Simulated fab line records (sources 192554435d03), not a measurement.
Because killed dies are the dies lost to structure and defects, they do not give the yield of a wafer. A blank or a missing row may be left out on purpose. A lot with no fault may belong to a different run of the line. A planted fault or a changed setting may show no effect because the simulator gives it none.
Which of the tools did it? + flow n5_finfet + 12 lots, 36 wafers sampled, at 2 steps of a route of 1938

## WHAT THE GAUGES READ, wafer by wafer
N5_BEOL_M4_CD_MEAS_28: target cd 26.2 nm, target cd y 24.1 nm.
| lot  | measured     | on        | cd_nm (nm)        |
|------|--------------|-----------|-------------------|
| L075 | day 7 09:55  | cd_sem-03 | 26.22 26.03 25.93 |
| L077 | day 8 00:52  | cd_sem-02 | 26.40 26.14 26.48 |
| L080 | day 8 16:11  | cd_sem-01 | 26.21 26.34 26.42 |
| L081 | day 8 22:42  | cd_sem-01 | 26.61 25.99 26.23 |
| L083 | day 9 13:04  | cd_sem-02 | 26.42 26.26 26.12 |
| L086 | day 10 05:25 | cd_sem-03 | 26.26 26.08 26.25 |
| L087 | day 10 17:04 | cd_sem-02 | 25.89 26.00 26.17 |
| L089 | day 11 05:44 | cd_sem-02 | 25.98 26.36 26.33 |
| L091 | day 11 10:05 | cd_sem-03 | 26.33 26.26 26.21 |
| L092 | day 12 12:54 | cd_sem-03 | 26.03 26.23 26.06 |
| L095 | day 13 06:11 | cd_sem-02 | 26.29 26.10 25.95 |
| L097 | day 13 19:11 | cd_sem-03 | 26.45 26.14 26.33 |

## WHICH TOOL RAN EACH LOT (tool, then ch and the chambers of the sampled wafers, then the start)
| lot  | N5_BEOL_M3_DEP_57               |
|------|---------------------------------|
| L075 | pecvd-04 ch 0,1,2, day 7 08:08  |
| L077 | pecvd-01 ch 0,1,2, day 7 20:54  |
| L080 | pecvd-02 ch 0,1, day 8 13:55    |
| L081 | pecvd-02 ch 0,1,2, day 8 20:52  |
| L083 | pecvd-01 ch 0,2, day 9 10:55    |
| L086 | pecvd-01 ch 0,1,2, day 10 03:15 |
| L087 | pecvd-01 ch 0,1, day 10 13:36   |
| L089 | pecvd-01 ch 0,1, day 11 03:53   |
| L091 | pecvd-01 ch 0,1, day 11 07:55   |
| L092 | pecvd-01 ch 0,1,2, day 12 09:32 |
| L095 | pecvd-02 ch 0,1,2, day 13 03:17 |
| L097 | pecvd-02 ch 0,2, day 13 14:48   |
- N5_BEOL_M3_DEP_57: deposits SiCN from 3MS/NH3, target thk 8 nm, time 14 s.

## THE ANSWER, worked out from the rows above alone
Rule: the lots themselves supply what counts as usual. The widest of any qualifying gaps counts: lots, ordered by their means at a reading, are off when they make up no more than a third of the lots, leave a main group of 4 or more, and stand apart from it by 3 or more times the standard deviation of that group's means. A main group whose means are all the same, to the digits that the tables above print for the reading, isn't used. Also off: a lot with no number at a reading for which 4 or more lots have one. The other lots that the step has rows for count as sound.
None of the lots is off at any reading shown; this tells nothing.

## WHAT WAS PUT IN BY THE SIMULATOR
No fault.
